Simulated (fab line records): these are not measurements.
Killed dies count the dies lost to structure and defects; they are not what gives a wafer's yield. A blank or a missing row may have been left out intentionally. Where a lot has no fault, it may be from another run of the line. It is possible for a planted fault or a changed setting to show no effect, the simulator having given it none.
The same fault as seen by 3 desks ; flow n5_finfet ; each desk has only its own numbers; what lay behind them comes last

## METROLOGY DESK
Means of the sampled wafers that have a number, per lot and without regard to the tool the lot ran on: this is what the gauges read. The brackets show how far a lot's mean lies from the usual mean; more than 4 standard deviations puts the lot out of limits, marked OUT.
Columns: A = M7_ILD_THK at N5_BEOL_M7_THK_MEAS_01, usual 155.8 nm
lot;first seen here;A
L209;day 8 18:11;155.4
L211;day 8 21:01;156.8
L212;day 10 02:50;156.7
L214;day 10 03:11;156.7
L218;day 10 22:02;154.1
L216;day 10 22:43;155.7
L221;day 12 01:53;152.0
L226;day 13 04:27;156.2
L229;day 14 00:19;155.4
L232;day 14 15:44;153.6
L231;day 14 15:59;154.9
This desk's finding: nothing out of limits on any of the 11 lots.

## THE DEFECT DESK
Per lot, the means of the sampled wafers with a number show what the inspections along the route counted. The brackets show how far a lot's mean lies from the usual mean; more than 4 standard deviations puts the lot out of limits, marked OUT.
Columns: A = raw_defect_count at N5_BEOL_M6_INSPECT_58, usual 73
lot;first seen here;A
L209;day 8 17:19;63
L211;day 8 20:23;62
L212;day 10 01:10;89
L214;day 10 01:28;67
L218;day 10 21:22;90
L216;day 10 21:37;35
L221;day 12 01:16;64
L226;day 13 03:50;84
L229;day 13 23:42;66
L232;day 14 14:52;83
L231;day 14 15:14;46
This desk's finding: nothing out of limits on any of the 11 lots.

## AT THE TOOL OWNER'S DESK: pecvd-03
The tool's own readings at N5_BEOL_M7_ILD_DEP_00 (deposits SiCOH lowk from DEMS/porogen, target thk 179.75 nm, time 33.4 s): means of the sampled wafers that have a number, for each lot that ran on this tool. The brackets show how far a lot's mean lies from the usual mean; more than 4 standard deviations puts the lot out of limits, marked OUT.
Columns: A = heater_power_w at N5_BEOL_M7_ILD_DEP_00, usual 330 W; B = showerhead_plenum_p_Torr at N5_BEOL_M7_ILD_DEP_00, usual 5.744 Torr; C = throttle_valve_pct at N5_BEOL_M7_ILD_DEP_00, usual 13.9 %
lot;first seen here;A;B;C
L211;day 8 20:26;340;5.767;13.1
L212;day 10 01:12;349;5.760;13.9
L221;day 12 01:19;329;5.751;13.3
This desk's finding: nothing out of limits on any of the 3 lots.

## PUT TOGETHER
Metrology desk: nothing out of limits seen.
Nothing out of limits was seen by the defect desk.
The desk of the tool owner found nothing out of limits.

## WHAT THE SIMULATOR HAD INSERTED
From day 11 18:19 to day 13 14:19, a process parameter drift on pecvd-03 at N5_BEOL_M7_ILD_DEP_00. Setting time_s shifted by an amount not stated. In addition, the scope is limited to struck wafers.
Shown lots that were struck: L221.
